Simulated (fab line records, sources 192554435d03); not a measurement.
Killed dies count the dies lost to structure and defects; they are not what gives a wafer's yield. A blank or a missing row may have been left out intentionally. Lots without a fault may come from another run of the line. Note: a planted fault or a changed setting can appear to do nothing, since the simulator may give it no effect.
Comparing a struck lot with a sound one | flow n5-finfet | 16 out of 1938 route steps
Sound: wafers L461.1, L461.3, L461.6. Struck: wafer L476.3 (left out: L476.2, a lot-mate that was not struck); the cause follows at the end.
For every step that has rows: the tool of each side, followed by ch and its chambers, followed by its first start. Under that, the readings that differ: sound wafers | struck wafers | difference of the means | sigmas: that difference in standard deviations of wafers without a fault.
alike: words and numbers the same on both sides, and readings whose means are apart by under 2 such deviations; not compared: readings that were withheld, readings missing a value for some wafer, numbers with overlapping values and no deviation given by the record, and bounds like >300 which may hide the same value.
The two part at a step that has a row with sigmas, a row that says differs or no value, or rows on one side only. Numbers that don't overlap but have no deviation are shown without sigmas and don't part them. A reading that every wafer of one side lacks parts them only if that side has two wafers or more.

first, 8 steps without rows for these wafers: N5_SD_EPI_P_COAT_34 (time 60 s, resist thk 350 nm); N5_SD_EPI_P_COAT_35 (time 60 s, resist thk 35 nm); N5_SD_EPI_P_COAT_03 (resist thk 150 nm); N5_SD_EPI_P_EBR_05; N5_SD_EPI_P_SOFTBAKE_04 (time 60 s); N5_SD_EPI_P_EXPOSE_06 (exposes mask SD P BLK, target cd 240 nm); N5_SD_EPI_P_PEB_07 (peb time 60 s); N5_SD_EPI_P_DEVELOP_08 (develop time 30 s).
N5_SD_EPI_P_CD_MEAS_09: the cd target is 240 nm.
  sound on cd-sem-02 ch 0, day 4 00:25; struck on cd-sem-01 ch 0, day 7 15:49
  alike: cd-nm
N5_SD_EPI_P_OVL_MEAS_10:
  sound on overlay-02 ch 0, day 4 00:26; struck on overlay-01 ch 0, day 7 15:51
  alike: SD_P_BLK_OVL
N5_SD_EPI_P_INSPECT_11: inspects for defects (macro).
  sound on defect-inspect-01 at day 4 00:28; struck on defect-inspect-01 at day 7 15:52
  alike: raw-defect-count
N5_SD_EPI_P_DESCUM_14: chemistry O2, time 7.9 s.
  sound on rie-diel-06 ch 0,2,3, day 4 00:30; struck on rie-diel-05 ch 1, day 7 15:54
  alike: drypump-motor-current-A, oes-product-au, rf-vpp-V, showerhead-plenum-p-Torr, throttle-valve-pct
  not compared: rf-hours-counter-h
N5_SD_EPI_P_ETCH_36: etches SiARC in CF4, target depth 45.5 nm, time 75.8 s.
  sound on rie-diel-06 ch 0,2,3, day 4 00:32; struck on rie-diel-05 ch 1, day 7 15:56
  reading               | sound          | struck | difference | sigmas
  etch-rf-on-time-s (s) | 78.5 76.3 73.2 | 107.1  | +31.1      | +24
  alike: drypump-motor-current-A, oes-product-au, rf-vpp-V, showerhead-plenum-p-Torr, throttle-valve-pct
  not compared: rf-hours-counter-h
N5_SD_EPI_P_ETCH_37: etches SOC in N2/H2, overetch 108 nm, time 486 s.
  sound on rie-diel-06 ch 0,2,3, day 4 00:35; struck on rie-diel-05 ch 1, day 7 15:59
  alike: drypump-motor-current-A, oes-product-au, rf-vpp-V, showerhead-plenum-p-Torr, throttle-valve-pct
  not compared: rf-hours-counter-h
-- here the record skips 5 days between the struck wafers' starts before and after, leaving off in module SD_EPI_P and picking up in module BEOL_M4 (first step shown: number 1111 of the route) --
N5_BEOL_M4_RC_MEAS_101:
  sound on prober-01 ch 0, day 8 10:32; struck on prober-02 ch 0, day 12 07:35
  reading       | sound          | struck | difference | sigmas
  DIBL_N (mV/V) | 35.7 37.3 36.7 | 33.5   | -3.1       | -2
  alike: DIBL_P, IOFF_N, IOFF_P, ION_N, ION_P, SS_N, SS_P, VT_N, VT_P
-- the record jumps here: 4 days lie between the struck wafers' starts before and after (it left off in module BEOL_M4 and takes up again in module PASSIVATION, whose first step shown is number 1936 of the route) --
N5_PASSIVATION_PROBE_49:
  sound on prober-02 at day 12 16:49; struck on prober-02 at day 16 16:35
  reading         | sound  | struck | difference | sigmas
  killed-at-other | 8 5 15 | 3      | -6         | -2
  alike: defect-limited-yield, killed_at_M0_to_M3, killed_at_M4_up, killed-at-contacts, killed-at-front-end, killed-dies, killed-open, killed-short, sort_bin_5_function, sort_bin_6_memory, sort-n-pass, sort-yield-pct

WHERE THEY PART
Earliest at N5_SD_EPI_P_ETCH_36; latest, in this record, at N5_PASSIVATION_PROBE_49.

WHY: the cause the simulator had injected
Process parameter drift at N5_SD_EPI_P_ETCH_36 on rie-diel-05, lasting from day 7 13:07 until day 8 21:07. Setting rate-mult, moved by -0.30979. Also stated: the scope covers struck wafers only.
